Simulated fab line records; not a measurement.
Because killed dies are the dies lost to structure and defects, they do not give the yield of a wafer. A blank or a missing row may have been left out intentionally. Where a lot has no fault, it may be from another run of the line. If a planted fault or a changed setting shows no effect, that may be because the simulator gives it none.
Split-lot study / flow n5Finfet / 21 wafers read from 7 lots, route of 1938 steps

== SPLIT DETAILS ==
At N5_BEOL_M10_ILD_DEP_00 (deposits SiCOH lowk from DEMS/porogen, target thk 308.51 nm, time 58 s), the setting timeS was moved away from the recipe's 58 s on 6 of the 21 wafers read, by -4.2% to +14.7%. For the rest of the wafers, this setting stayed at what the recipe calls for.

== FROM THE SPLIT ON TO THE READING: in between, the file shows 1 step ==
- N5_BEOL_M10_CURE_71: cures SiCOH lowk, time 240 s

== THE READING ==
M10_ILD_THK (nm), taken at N5_BEOL_M10_THK_MEAS_01. A value of 267 nm with a standard deviation of 3.8 nm is what fault-free wafers of this fab line usually give.

wafer=L074.3; tool, chamber at the split=pecvd-03, 1; timeS as run, s=58; against the recipe=recipe; M10_ILD_THK, nm=264; against lot-mates on the recipe=-
wafer=L074.4; tool, chamber at the split=pecvd-03, 1; timeS as run, s=66.54; against the recipe=+14.7%; M10_ILD_THK, nm=304; against lot-mates on the recipe=+42
wafer=L074.6; tool, chamber at the split=pecvd-03, 1; timeS as run, s=58; against the recipe=recipe; M10_ILD_THK, nm=261; against lot-mates on the recipe=-
wafer=L082.3; tool, chamber at the split=pecvd-01, 1; timeS as run, s=61.25; against the recipe=+5.6%; M10_ILD_THK, nm=280; against lot-mates on the recipe=+12
wafer=L082.4; tool, chamber at the split=pecvd-01, 1; timeS as run, s=58; against the recipe=recipe; M10_ILD_THK, nm=269; against lot-mates on the recipe=-
wafer=L082.5; tool, chamber at the split=pecvd-01, 0; timeS as run, s=58; against the recipe=recipe; M10_ILD_THK, nm=266; against lot-mates on the recipe=-
wafer=L084.2; tool, chamber at the split=pecvd-04, 0; timeS as run, s=58; against the recipe=recipe; M10_ILD_THK, nm=269; against lot-mates on the recipe=-
wafer=L084.5; tool, chamber at the split=pecvd-04, 0; timeS as run, s=58; against the recipe=recipe; M10_ILD_THK, nm=271; against lot-mates on the recipe=-
wafer=L084.6; tool, chamber at the split=pecvd-04, 2; timeS as run, s=58; against the recipe=recipe; M10_ILD_THK, nm=274; against lot-mates on the recipe=-
wafer=L087.2; tool, chamber at the split=pecvd-01, 1; timeS as run, s=58; against the recipe=recipe; M10_ILD_THK, nm=260; against lot-mates on the recipe=-
wafer=L087.3; tool, chamber at the split=pecvd-01, 0; timeS as run, s=58; against the recipe=recipe; M10_ILD_THK, nm=258; against lot-mates on the recipe=-
wafer=L087.4; tool, chamber at the split=pecvd-01, 2; timeS as run, s=58; against the recipe=recipe; M10_ILD_THK, nm=266; against lot-mates on the recipe=-
wafer=L089.3; tool, chamber at the split=pecvd-03, 0; timeS as run, s=58; against the recipe=recipe; M10_ILD_THK, nm=262; against lot-mates on the recipe=-
wafer=L089.4; tool, chamber at the split=pecvd-03, 2; timeS as run, s=58; against the recipe=recipe; M10_ILD_THK, nm=268; against lot-mates on the recipe=-
wafer=L089.6; tool, chamber at the split=pecvd-03, 0; timeS as run, s=58; against the recipe=recipe; M10_ILD_THK, nm=270; against lot-mates on the recipe=-
wafer=L097.4; tool, chamber at the split=pecvd-01, 2; timeS as run, s=60.23; against the recipe=+3.8%; M10_ILD_THK, nm=284; against lot-mates on the recipe=+20
wafer=L097.5; tool, chamber at the split=pecvd-01, 0; timeS as run, s=58; against the recipe=recipe; M10_ILD_THK, nm=264; against lot-mates on the recipe=-
wafer=L097.6; tool, chamber at the split=pecvd-01, 1; timeS as run, s=60.23; against the recipe=+3.8%; M10_ILD_THK, nm=280; against lot-mates on the recipe=+16
wafer=L096.1; tool, chamber at the split=pecvd-03, 0; timeS as run, s=58; against the recipe=recipe; M10_ILD_THK, nm=268; against lot-mates on the recipe=-
wafer=L096.2; tool, chamber at the split=pecvd-03, 1; timeS as run, s=55.57; against the recipe=-4.2%; M10_ILD_THK, nm=255; against lot-mates on the recipe=-13
wafer=L096.6; tool, chamber at the split=pecvd-03, 1; timeS as run, s=55.57; against the recipe=-4.2%; M10_ILD_THK, nm=256; against lot-mates on the recipe=-12

FIT RESULTS
A straight line over all 21 wafers: M10_ILD_THK changes by +2.68 nm for each +1% of timeS; r = +0.93; the points scatter about the line by 4.3 nm.
The same after taking each lot's own level away (the mean of its wafers on the recipe; 21 wafers): +2.93 nm for each +1%; r = +0.96; scatter 3.3 nm.
The reading moves by 43 nm for the largest change in timeS, on that fit.
The span of the lots' own levels, 261.3 to 271.3 nm, comes to 2.6 times the standard deviation stated above.
Consequently the slope shifts little with the lot-to-lot level, the two slopes agreeing.
Check: +48.1 nm against its lot-mates is what the line predicts for one of the wafers moved furthest among these (+14.7%) when that wafer is left out of the fit. Against them it came out at +41.5 nm.

== THESE WAFERS: OTHER SPLITS ==
These wafers also went through other splits before the reading. Each is held against what the fit with the lots' levels taken away leaves over:
other split on the same wafers=N5_BEOL_M7_PECVD_70 tempC; wafers away from the commonest value=6; r with M10_ILD_THK (lot level and that fit taken away)=+0.34
other split on the same wafers=N5_BEOL_M7_HM_DEP_02 targetThkA; wafers away from the commonest value=7; r with M10_ILD_THK (lot level and that fit taken away)=-0.14
other split on the same wafers=N5_BEOL_M8_PECVD_70 tempC; wafers away from the commonest value=10; r with M10_ILD_THK (lot level and that fit taken away)=-0.01
other split on the same wafers=N5_BEOL_M8_DEVELOP_10 developTimeS; wafers away from the commonest value=6; r with M10_ILD_THK (lot level and that fit taken away)=-0.12
other split on the same wafers=N5_BEOL_M9_ETCH_62 sourceW; wafers away from the commonest value=8; r with M10_ILD_THK (lot level and that fit taken away)=-0.02
other split on the same wafers=N5_BEOL_M9_EXPOSE_25 doseMj; wafers away from the commonest value=7; r with M10_ILD_THK (lot level and that fit taken away)=+0.01

== THE WHOLE CHAIN: every reading that the file lists as answering this split, in the file's order ==
step=N5_BEOL_M10_ILD_DEP_00; what it does=deposits SiCOH lowk from DEMS/porogen, target thk 308.51 nm, time 58 s; reading=SiCOH_lowk_of_BEOL_M10_ILD_DEP_00.thkNm (the simulator's own value, which no gauge read); change (the file's fit)=+3.23 nm for each +1% of the setting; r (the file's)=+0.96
step=N5_BEOL_M10_CURE_71; what it does=cures SiCOH lowk, time 240 s; reading=SiCOH_lowk_of_BEOL_M10_ILD_DEP_00.thkNm (the simulator's own value, which no gauge read); change (the file's fit)=+2.85 nm for each +1% of the setting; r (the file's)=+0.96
step=N5_BEOL_M10_THK_MEAS_01; what it does=; reading=M10_ILD_THK; change (the file's fit)=+2.87 for each +1% of the setting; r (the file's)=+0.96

== FILE'S OWN FIT ==
M10_ILD_THK changes by +2.87 nm for each +1% of timeS, r = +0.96.
